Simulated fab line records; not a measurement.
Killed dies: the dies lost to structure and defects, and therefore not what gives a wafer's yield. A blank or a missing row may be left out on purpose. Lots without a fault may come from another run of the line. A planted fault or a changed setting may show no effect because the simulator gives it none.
One fault seen from 2 desks + flow n5Finfet + only its own numbers are on each desk; what lay behind them is given at the end

METROLOGY DESK
Means of the sampled wafers that have a number, per lot and without regard to the tool the lot ran on: this is what the gauges read. Marked OUT: a lot whose mean sits more than 4 standard deviations from the usual mean, which makes it out of limits; the brackets give that distance. 7 of its 10 readings are shown, namely those furthest out on some lot.
Columns: A = IOFF_P at N5_BEOL_M4_RC_MEAS_101, usual 0.21 nA/um; B = ION_N at N5_BEOL_M4_RC_MEAS_101, usual 680 uA/um; C = ION_P at N5_BEOL_M4_RC_MEAS_101, usual 465 uA/um; D = SS_N at N5_BEOL_M4_RC_MEAS_101, usual 71.5 mV/dec; E = SS_P at N5_BEOL_M4_RC_MEAS_101, usual 73.2 mV/dec; F = VT_N at N5_BEOL_M4_RC_MEAS_101, usual 249 mV; G = VT_P at N5_BEOL_M4_RC_MEAS_101, usual -250 mV
| lot  | first seen here | A    | B   | C   | D    | E    | F   | G    |
|------|-----------------|------|-----|-----|------|------|-----|------|
| L290 | day 8 08:55     | 0.20 | 675 | 463 | 71.6 | 72.7 | 250 | -249 |
| L289 | day 8 12:06     | 0.18 | 682 | 457 | 71.4 | 73.5 | 251 | -252 |
| L292 | day 8 23:29     | 0.21 | 693 | 466 | 71.5 | 73.6 | 247 | -248 |
| L303 | day 11 16:40    | 0.19 | 672 | 458 | 70.8 | 73.2 | 254 | -255 |
| L305 | day 12 04:37    | 0.19 | 680 | 468 | 70.7 | 73.3 | 252 | -252 |
| L307 | day 12 14:55    | 0.17 | 671 | 460 | 71.3 | 72.3 | 253 | -253 |
| L309 | day 13 14:23    | 0.20 | 685 | 462 | 71.6 | 73.3 | 246 | -252 |
| L311 | day 13 18:07    | 0.21 | 674 | 471 | 71.3 | 73.2 | 252 | -250 |
| L312 | day 13 21:46    | 0.23 | 678 | 468 | 71.7 | 73.1 | 249 | -249 |
This desk found nothing out of limits on any of the 9 lots.

DESK OF THE TOOL OWNER: pecvd-04
The tool's own readings at N5_BEOL_M1_PECVD_72 (deposits SiO2 from TEOS/O2, target thk 16 nm, time 18 s): means of the sampled wafers that have a number, for each lot that ran on this tool. Marked OUT: a lot whose mean sits more than 4 standard deviations from the usual mean, which makes it out of limits; the brackets give that distance.
Columns: A = heaterPowerW at N5_BEOL_M1_PECVD_72, usual 751 W; B = showerheadPlenumPTorr at N5_BEOL_M1_PECVD_72, usual 8.78 Torr; C = susceptorTempC at N5_BEOL_M1_PECVD_72, usual 399.99 C; D = throttleValvePct at N5_BEOL_M1_PECVD_72, usual 21.9 %
| lot  | first seen here | A   | B    | C                        | D    |
|------|-----------------|-----|------|--------------------------|------|
| L289 | day 5 21:55     | 805 | 8.77 | 399.97                   | 21.8 |
| L292 | day 6 20:02     | 781 | 8.78 | 400.06                   | 21.6 |
| L303 | day 9 12:23     | 475 | 8.80 | 350.97 (-99 or more) OUT | 21.8 |
| L305 | day 9 19:55     | 554 | 8.82 | 350.90 (-99 or more) OUT | 21.7 |
This desk finds L303, L305 out of limits, L303 being first, at day 9 12:23 (susceptorTempC at N5_BEOL_M1_PECVD_72). Within limits: L289, L292.

TAKEN TOGETHER
At day 9 12:23, on L303, L305, the tool owner's desk was in a position to raise an alarm.
Nothing out of limits was seen by the metrology desk.
The metrology desk holds a record of L303, L305, inside its limits.
On pecvd-04, each named lot ran N5_BEOL_M1_PECVD_72.

WHAT THE SIMULATOR HAD INSERTED
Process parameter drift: pecvd-04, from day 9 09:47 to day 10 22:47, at N5_BEOL_M1_PECVD_72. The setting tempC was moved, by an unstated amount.
Lots struck among those shown: L303, L305.
Hours from the fault's start to each desk's first reading out of limits: the tool owner's desk, 3.
